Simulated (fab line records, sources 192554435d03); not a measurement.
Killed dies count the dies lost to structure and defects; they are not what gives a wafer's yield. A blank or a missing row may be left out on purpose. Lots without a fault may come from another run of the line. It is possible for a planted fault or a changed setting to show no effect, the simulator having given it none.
Matching of chambers / flow n5 finfet / N5_FIN_CUT_CUT_ETCH_28 on rie si-01: 4 sister chambers
The step etches Si in HBr/Cl2/O2, target depth 6 nm, time 2.4 s. 7 wafers are shown with their chamber, then 7 later ones without.

== WAFERS WITH THEIR CHAMBER ==
wafer=L084.4; chamber=2; oes product au (a.u.)=1.006; O2_flow_sccm (sccm)=12.02
wafer=L084.5; chamber=3; oes product au (a.u.)=1.005; O2_flow_sccm (sccm)=12.00
wafer=L089.2; chamber=1; oes product au (a.u.)=1.006; O2_flow_sccm (sccm)=11.97
wafer=L089.3; chamber=0; oes product au (a.u.)=0.985; O2_flow_sccm (sccm)=12.03
wafer=L089.5; chamber=2; oes product au (a.u.)=1.004; O2_flow_sccm (sccm)=12.01
wafer=L091.2; chamber=3; oes product au (a.u.)=1.004; O2_flow_sccm (sccm)=12.01
wafer=L091.5; chamber=1; oes product au (a.u.)=1.007; O2_flow_sccm (sccm)=12.00

== WAFERS WITHOUT THEIR CHAMBER ==
wafer=L091.6; oes product au (a.u.)=0.989; O2_flow_sccm (sccm)=11.99
wafer=L095.1; oes product au (a.u.)=1.015; O2_flow_sccm (sccm)=11.93
wafer=L095.4; oes product au (a.u.)=1.003; O2_flow_sccm (sccm)=12.01
wafer=L095.6; oes product au (a.u.)=0.998; O2_flow_sccm (sccm)=12.02
wafer=L096.2; oes product au (a.u.)=0.990; O2_flow_sccm (sccm)=12.00
wafer=L096.3; oes product au (a.u.)=1.007; O2_flow_sccm (sccm)=12.05
wafer=L096.4; oes product au (a.u.)=1.008; O2_flow_sccm (sccm)=12.03

== EACH ONE'S CHAMBER ==
wafer=L091.6; from the rows above=0; in truth=0
wafer=L095.1; from the rows above=1; in truth=1
wafer=L095.4; from the rows above=can't be placed: 3 or 2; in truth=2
wafer=L095.6; from the rows above=can't be placed: 3 or 2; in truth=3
wafer=L096.2; from the rows above=0; in truth=0
wafer=L096.3; from the rows above=can't be placed: 2 or 3 or 1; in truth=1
wafer=L096.4; from the rows above=can't be placed: 2 or 1 or 3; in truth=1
Placed correctly: 3 of 7. Not placeable from these rows: 4 (in 4, the candidates include the true chamber). Number placed wrongly: 0.
How it was worked out, from the rows above alone: a wafer's distance from a chamber is the root of the sum, over the readings, of the square of ((its reading less the chamber's mean) divided by the reading's scatter). The wafer belongs to the nearest chamber; if the next one is less than 2 further off, it can't be placed. The mean given for a chamber averages the wafers shown for that chamber. How the scatter is found: for the shown wafers, subtract from each reading the mean of its chamber, square and add these, divide the total by (wafers less chambers), then take the root.
